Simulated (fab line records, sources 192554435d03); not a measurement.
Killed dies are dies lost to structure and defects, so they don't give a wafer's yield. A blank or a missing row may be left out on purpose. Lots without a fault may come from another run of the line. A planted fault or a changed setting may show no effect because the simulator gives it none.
A struck lot beside a sound one | flow n5_finfet | 39 steps out of a route of 1938
Sound: wafers L359.1, L359.3, L359.6. Struck: wafers L358.4, L358.5. (L358.2 of the same lot was not struck and is left out.) The cause comes at the end.
At each step with rows: each side's tool, then ch and its chambers, then its first start. Under that, the readings that differ: sound wafers | struck wafers | difference of the means | sigmas: that difference in standard deviations of wafers without a fault.
alike: readings whose means differ by less than 2 such deviations, and words and numbers that are the same on both sides. not compared: withheld readings, readings that some wafer has no value for, bounds like >300 that may hide the same value, and numbers for which the record gives no deviation and whose values overlap.
The two part at a step that has a row with sigmas, a row that says differs or no value, or rows on one side only. Numbers that don't overlap but have no deviation are shown without sigmas and don't part them. A reading that every wafer of one side lacks parts them only if that side has two wafers or more.

first, 11 steps without rows for these wafers: N5_BEOL_M0_SAQP_DESCUM_19 (chemistry O2, time 7.9 s); N5_BEOL_M0_SAQP_ETCH_83 (etches SiARC in CF4, target depth 39 nm, time 65 s); N5_BEOL_M0_SAQP_ETCH_84 (etches SOC in N2/H2, target depth 100 nm, overetch 20 nm, time 150 s); N5_BEOL_M0_SAQP_STRIP_80 (strips in N2/H2); N5_BEOL_M0_SAQP_HM_OPEN_112 (chemistry CHF3/O2, target SiO2, stops on a-Si, target depth 12 nm, time 13.5 s); N5_BEOL_M0_SAQP_STRIP_113 (strips in CHF3/O2); N5_BEOL_M0_SAQP_MANDREL_ETCH_20 (etches a-Si in HBr/Cl2, stops on SiNx, target depth 60 nm, bt time 10 s, time 30 s); N5_BEOL_M0_SAQP_STRIP_86 (strips in N2/H2); N5_BEOL_M0_SAQP_STRIP_115 (strips in post etch residue remover, time 60 s); N5_BEOL_M0_SAQP_SRD_93 (time 30 s); N5_BEOL_M0_SAQP_RECESS_114 (chemistry HF/NH3, target SiO2, target depth 14.4 nm, afs cycles 3, sublimation time 60 s).
N5_BEOL_M0_SAQP_SPACER1_ALD_98: deposits SiO2, target thk 12.8 nm, pulse time 1 s, purge time 2 s.
  sound on ald_sin-01 ch 1,2, day 7 09:55; struck on ald_sin-01 ch 3, day 7 12:44
  reading                                               | sound          | struck    | difference | sigmas
  ald_cycles                                            | 138 138 138    | 166 166   | +28        |
  heater_power_w (W)                                    | 449 480 453    | 571 559   | +104       | +2
  model.SiO2_of_BEOL_M0_SAQP_SPACER1_ALD_98.thk_nm (nm) | 12.8 12.8 12.8 | 15.4 15.4 | +2.6       |
  alike: chamber_pressure_Torr, precursor_pulse_height_rel
then, 1 step without rows for these wafers: N5_BEOL_M0_SAQP_SPACER1_ETCHBACK_99 (etches SiO2 in CHF3/O2, target depth 15.4 nm, time 7.7 s).
N5_BEOL_M0_SAQP_MANDREL1_REMOVE_100: chemistry HBr/Cl2/O2, target a-Si, stops on SiNx, bt time 10 s.
  sound on rie_si-01 ch 0,1,2, day 7 10:32; struck on rie_si-02 ch 1,3, day 7 13:41
  reading                                               | sound       | struck    | difference | sigmas
  model.SiO2_of_BEOL_M0_SAQP_SPACER1_ALD_98.thk_nm (nm) | 7.4 7.4 7.4 | 10 10     | +3         |
  model.BEOL_M0_SAQP.cd_nm (nm)                         | 13 12.8 13  | 15.4 15.4 | +2.5       |
  alike: drypump_motor_current_A, oes_product_au, throttle_valve_pct
  not compared: rf_hours_counter_h
N5_BEOL_M0_SAQP_CD_MEAS_25: target cd 13.1 nm.
  sound on cd_sem-02 ch 0, day 7 10:39; struck on cd_sem-02 ch 0, day 7 13:48
  reading    | sound             | struck      | difference | sigmas
  cd_nm (nm) | 12.66 12.70 13.30 | 15.44 15.58 | +2.62      | +12
then, 22 steps without rows for these wafers: N5_BEOL_M0_SAQP_ETCH_101 (etches SiNx in CH3F/O2, target depth 29.9 nm, time 42.7 s); N5_BEOL_M0_SAQP_ETCH_102 (etches SiO2 in CF4, target depth 4 nm, time 4.4 s); N5_BEOL_M0_SAQP_MANDREL_ETCH_103 (etches a-Si in HBr/Cl2, stops on SiCN, target depth 45 nm, bt time 10 s, time 27 s); N5_BEOL_M0_SAQP_RECESS_104 (chemistry HF/NH3, target SiO2, target depth 18 nm, afs cycles 3, sublimation time 60 s); N5_BEOL_M0_SAQP_COAT_105 (time 60 s, resist thk 100 nm); N5_BEOL_M0_SAQP_ETCH_106 (etches SOC in N2/H2, stops on SiNx, target depth 150 nm); N5_BEOL_M0_SAQP_ETCH_107 (etches SiNx in CH3F/O2, target depth 30 nm); N5_BEOL_M0_SAQP_STRIP_108 (strips in N2/H2); N5_BEOL_M0_SAQP_RECESS_109 (chemistry HF/NH3, target SiO2, target depth 3 nm, afs cycles 1, sublimation time 60 s); N5_BEOL_M0_SAQP_SPACER2_ALD_26 (deposits SiO2, target thk 15 nm, pulse time 1 s, purge time 2 s); N5_BEOL_M0_SAQP_SPACER2_ETCHBACK_27 (etches SiO2 in CHF3/O2, target depth 22.5 nm, time 11.25 s); N5_BEOL_M0_SAQP_MANDREL2_REMOVE_110 (chemistry HBr/Cl2/O2, target a-Si, stops on SiCN, bt time 10 s); N5_BEOL_M0_SAQP_COAT_69 (time 60 s, resist thk 90 nm); N5_BEOL_M0_SAQP_COAT_72 (time 60 s, resist thk 15 nm); N5_BEOL_M0_SAQP_COAT_87 (time 60 s, resist thk 5 nm); N5_BEOL_M0_SAQP_COAT_34 (resist thk 30 nm); N5_BEOL_M0_SAQP_EBR_36; N5_BEOL_M0_SAQP_SOFTBAKE_35 (time 60 s); N5_BEOL_M0_SAQP_EXPOSE_37 (exposes mask M0 CUT1, target cd 30 nm); N5_BEOL_M0_SAQP_PEB_38 (peb time 60 s); N5_BEOL_M0_SAQP_DEVELOP_39 (develop time 30 s); N5_BEOL_M0_SAQP_DESCUM_45 (chemistry O2, time 7 s).
N5_BEOL_M4_RC_MEAS_101:
  the record has rows for the sound wafers here (prober-02 ch 0, day 10 01:23) and none for the struck ones
-- the record jumps here: 7 days lie between the struck wafers' starts before and after (it left off in module BEOL_M4 and takes up again in module PASSIVATION, whose first step shown is number 1936 of the route) --
N5_PASSIVATION_PROBE_49:
  the record has rows for the struck wafers here (prober-01, day 14 21:38) and none for the sound ones

WHERE THEY PART
First at N5_BEOL_M0_SAQP_SPACER1_ALD_98; last, within this record, at N5_PASSIVATION_PROBE_49.

WHY: what the simulator had put in
Process parameter drift: ald_sin-01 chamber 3, from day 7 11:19 on, at N5_BEOL_M0_SAQP_SPACER1_ALD_98. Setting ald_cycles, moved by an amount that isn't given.
